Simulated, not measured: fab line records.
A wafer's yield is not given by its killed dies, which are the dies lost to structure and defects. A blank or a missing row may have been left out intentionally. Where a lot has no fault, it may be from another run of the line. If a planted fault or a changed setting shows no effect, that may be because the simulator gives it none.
The tool behind it: which one?	flow nand_harc	18 wafers from 6 lots sampled at 4 of the route's 1302 steps

WHAT THE GAUGES SHOWED, per wafer
NHARC_P_GATE_CD_MEAS_59 targets a cd of 720 nm.
lot	measured	on	cd_nm (nm)
L268	day 6 15:21	cd_sem-03	719.6 719.3 716.0
L270	day 7 17:42	cd_sem-03	721.5 718.9 717.6
L274	day 9 06:02	cd_sem-02	714.4 716.6 718.7
L276	day 10 02:34	cd_sem-03	722.5 719.2 720.5
L279	day 11 16:23	cd_sem-02	714.0 714.3 709.9
L288	day 15 10:46	cd_sem-01	720.0 719.5 715.3

WHICH TOOL RAN EACH LOT (tool, then ch and the chambers of the sampled wafers, then the start)
lot	NHARC_P_GATE_DESCUM_13	NHARC_P_GATE_HM_DEP_102	NHARC_P_GATE_EXPOSE_56
L268	rie_diel-12 ch 0,1,2, day 5 10:51	acl_dep-01 ch 0, day 6 00:16	krf_scanner-04 ch 0, day 6 15:12
L270	rie_diel-12 ch 0,3, day 6 11:32	acl_dep-02 ch 0, day 7 02:41	krf_scanner-01 ch 0, day 7 17:32
L274	rie_diel-02 ch 0,2,3, day 7 21:36	acl_dep-02 ch 0, day 8 12:08	krf_scanner-04 ch 0, day 9 05:52
L276	rie_diel-03 ch 0,1,2, day 8 22:52	acl_dep-03 ch 0, day 9 11:35	krf_scanner-04 ch 0, day 10 02:25
L279	rie_diel-03 ch 0,1,2, day 10 11:35	acl_dep-02 ch 0, day 11 01:25	krf_scanner-03 ch 0, day 11 16:14
L288	rie_diel-03 ch 0,1,2, day 14 07:31	acl_dep-03 ch 0, day 14 19:47	krf_scanner-04 ch 0, day 15 10:36
- NHARC_P_GATE_DESCUM_13: chemistry O2, time 3 s.
- NHARC_P_GATE_HM_DEP_102: deposits aC, target thk 120 nm.
- NHARC_P_GATE_EXPOSE_56: exposes mask P PSD, target cd 720 nm.

THE ANSWER, worked out from the rows above alone
Rule: the usual values come from the lots themselves. Put in order of their means at a reading, lots are off if they are a third of the lots or fewer, leave a main group of 4 or more, and stand apart from it by a gap of 3 or more times the standard deviation of the main group's means; of several such gaps the widest counts. Not used: any main group whose means are identical at the precision the tables above print for the reading. Also off: a lot with no number at a reading for which 4 or more lots have one. Any other lot the step has rows for is counted as sound.
No lot is off on any of the readings shown, so nothing can be concluded from this.

WHAT HAD BEEN PUT IN BY THE SIMULATOR
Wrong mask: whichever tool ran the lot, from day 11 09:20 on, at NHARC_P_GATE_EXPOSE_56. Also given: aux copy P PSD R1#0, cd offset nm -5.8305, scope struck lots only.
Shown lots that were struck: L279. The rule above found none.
